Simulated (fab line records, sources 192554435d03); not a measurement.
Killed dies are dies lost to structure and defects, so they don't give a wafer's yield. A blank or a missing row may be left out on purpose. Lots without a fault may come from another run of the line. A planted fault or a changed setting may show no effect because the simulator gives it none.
Chamber matching | flow n5_finfet | N5_FIN_SAQP_SPACER2_ALD_28 on ald_sin-04: 4 sister chambers
The step deposits SiO2, target thk 8.1 nm, pulse time 1 s, purge time 2 s. 4 wafers are shown with their chamber, then 7 later ones without.

WAFERS WITH THEIR CHAMBER
wafer  | chamber | heater_power_outer_w (W)
L209.6 | 1       | 268
L220.4 | 2       | 267
L221.1 | 0       | 242
L221.3 | 3       | 307

WAFERS WITHOUT THEIR CHAMBER
wafer  | heater_power_outer_w (W)
L221.5 | 263
L223.1 | 305
L223.2 | 266
L223.4 | 270
L224.2 | 278
L224.5 | 244
L224.6 | 266

WHICH CHAMBER EACH WENT THROUGH
wafer  | from the rows above     | in truth
L221.5 | can't be placed: 2 or 1 | 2
L223.1 | 3                       | 3
L223.2 | can't be placed: 2 or 1 | 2
L223.4 | can't be placed: 1 or 2 | 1
L224.2 | can't be placed: 1 or 2 | 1
L224.5 | 0                       | 0
L224.6 | can't be placed: 2 or 1 | 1
Placed correctly: 2 of 7. Can't be placed from these rows: 5 (the true chamber is among the candidates in 5). Placed wrongly: 0.
How it was worked out, from the rows above alone: a wafer's distance from a chamber is the root of the sum, over the readings, of the square of ((its reading less the chamber's mean) divided by the reading's scatter). The wafer belongs to the nearest chamber; if the next one is less than 2 further off, it can't be placed. A chamber's mean is the mean of its shown wafers. The scatter: with one shown wafer a chamber, the root of the mean of the squares of how far each hidden wafer lies from its nearest shown one.
